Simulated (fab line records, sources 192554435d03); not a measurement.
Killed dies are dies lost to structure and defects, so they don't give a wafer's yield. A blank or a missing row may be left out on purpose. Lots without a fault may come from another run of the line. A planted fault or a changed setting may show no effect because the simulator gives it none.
Chamber matching | flow n5_finfet | N5_BEOL_M12_ETCH_38 on rie_diel-06: 4 sister chambers
The step etches SiCN in CF4/N2, target depth 68.7 nm, time 73.4 s. 20 wafers are shown with their chamber, then 10 later ones without.

WAFERS WITH THEIR CHAMBER
wafer  | chamber | showerhead_plenum_p_Torr (Torr) | rf_vpp_V (V) | throttle_valve_pct (%)
L075.1 | 2       | 2.17                            | 381.2        | 15.09
L075.3 | 0       | 2.27                            | 382.8        | 15.58
L075.4 | 1       | 2.26                            | 383.7        | 15.55
L078.2 | 2       | 2.17                            | 381.3        | 15.10
L078.4 | 3       | 2.33                            | 384.4        | 15.24
L078.5 | 2       | 2.17                            | 381.5        | 15.10
L077.1 | 0       | 2.27                            | 382.8        | 15.56
L077.3 | 1       | 2.26                            | 383.4        | 15.56
L077.6 | 3       | 2.33                            | 385.3        | 15.24
L080.2 | 1       | 2.26                            | 381.4        | 15.58
L080.4 | 2       | 2.16                            | 380.6        | 15.09
L080.5 | 3       | 2.33                            | 385.6        | 15.24
L081.1 | 2       | 2.16                            | 381.5        | 15.11
L081.4 | 2       | 2.16                            | 380.5        | 15.11
L081.5 | 1       | 2.26                            | 383.8        | 15.55
L087.2 | 2       | 2.16                            | 380.9        | 15.13
L087.3 | 0       | 2.26                            | 382.9        | 15.10
L087.5 | 2       | 2.16                            | 381.1        | 15.13
L088.1 | 2       | 2.16                            | 380.6        | 15.15
L088.4 | 0       | 2.26                            | 383.8        | 15.12

SIGNATURES (means of the wafers above)
reading                  | chamber 0 | chamber 1 | chamber 2 | chamber 3 | scatter within a chamber
showerhead_plenum_p_Torr | 2.2650    | 2.2600    | 2.1633    | 2.3300    | 0.00433
rf_vpp_V                 | 383.075   | 383.075   | 381.022   | 385.100   | 0.639
throttle_valve_pct       | 15.3400   | 15.5600   | 15.1122   | 15.2400   | 0.116
Rule: a wafer's distance from a chamber is the root of the sum, over the readings, of the square of ((its reading less the chamber's mean) divided by the reading's scatter). The wafer belongs to the nearest chamber; if the next one is less than 2 further off, it can't be placed. The scatter: the root of (the sum of the squares of (reading less its chamber's mean) over the shown wafers, divided by (wafers less chambers)).

WAFERS WITHOUT THEIR CHAMBER
wafer  | showerhead_plenum_p_Torr (Torr) | rf_vpp_V (V) | throttle_valve_pct (%)
L088.5 | 2.32                            | 385.0        | 15.30
L090.1 | 2.32                            | 385.6        | 15.29
L090.3 | 2.25                            | 384.1        | 15.09
L090.5 | 2.32                            | 383.8        | 15.31
L094.1 | 2.32                            | 384.9        | 15.31
L094.5 | 2.32                            | 385.4        | 15.32
L094.6 | 2.15                            | 379.9        | 15.17
L097.1 | 2.25                            | 383.8        | 15.11
L097.2 | 2.26                            | 383.4        | 15.15
L097.3 | 2.32                            | 385.8        | 15.34

WHICH CHAMBER EACH WENT THROUGH
wafer  | from the rows above     | in truth
L088.5 | 3                       | 3
L090.1 | 3                       | 3
L090.3 | can't be placed: 0 or 1 | 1
L090.5 | 3                       | 3
L094.1 | 3                       | 3
L094.5 | 3                       | 3
L094.6 | 2                       | 2
L097.1 | can't be placed: 0 or 1 | 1
L097.2 | can't be placed: 0 or 1 | 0
L097.3 | 3                       | 3
Placed correctly: 7 of 10. Can't be placed from these rows: 3 (the true chamber is among the candidates in 3). Placed wrongly: 0.
